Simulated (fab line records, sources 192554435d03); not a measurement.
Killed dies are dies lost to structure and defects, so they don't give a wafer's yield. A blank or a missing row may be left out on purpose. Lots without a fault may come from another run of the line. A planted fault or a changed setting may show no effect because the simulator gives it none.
Chamber matching | flow n5_finfet | N5_BEOL_M11_DEP_56 on pecvd-03: 3 sister chambers
The step deposits SiCN from 3MS/NH3, target thk 30 nm, time 10.5 s. 3 wafers are shown with their chamber, then 9 later ones without.

WAFERS WITH THEIR CHAMBER
wafer  | chamber | showerhead_plenum_p_Torr (Torr)
L092.2 | 1       | 4.203
L091.4 | 0       | 4.156
L091.5 | 2       | 4.126

WAFERS WITHOUT THEIR CHAMBER
wafer  | showerhead_plenum_p_Torr (Torr)
L095.3 | 4.140
L095.4 | 4.143
L095.5 | 4.201
L097.1 | 4.196
L097.2 | 4.133
L097.3 | 4.161
L096.3 | 4.124
L096.4 | 4.138
L096.5 | 4.200

WHICH CHAMBER EACH WENT THROUGH
wafer  | from the rows above     | in truth
L095.3 | can't be placed: 2 or 0 | 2
L095.4 | can't be placed: 0 or 2 | 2
L095.5 | 1                       | 1
L097.1 | 1                       | 1
L097.2 | can't be placed: 2 or 0 | 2
L097.3 | 0                       | 0
L096.3 | 2                       | 2
L096.4 | can't be placed: 2 or 0 | 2
L096.5 | 1                       | 1
Placed correctly: 5 of 9. Can't be placed from these rows: 4 (the true chamber is among the candidates in 4). Placed wrongly: 0.
How it was worked out, from the rows above alone: a wafer's distance from a chamber is the root of the sum, over the readings, of the square of ((its reading less the chamber's mean) divided by the reading's scatter). The wafer belongs to the nearest chamber; if the next one is less than 2 further off, it can't be placed. A chamber's mean is the mean of its shown wafers. The scatter: with one shown wafer a chamber, the root of the mean of the squares of how far each hidden wafer lies from its nearest shown one.
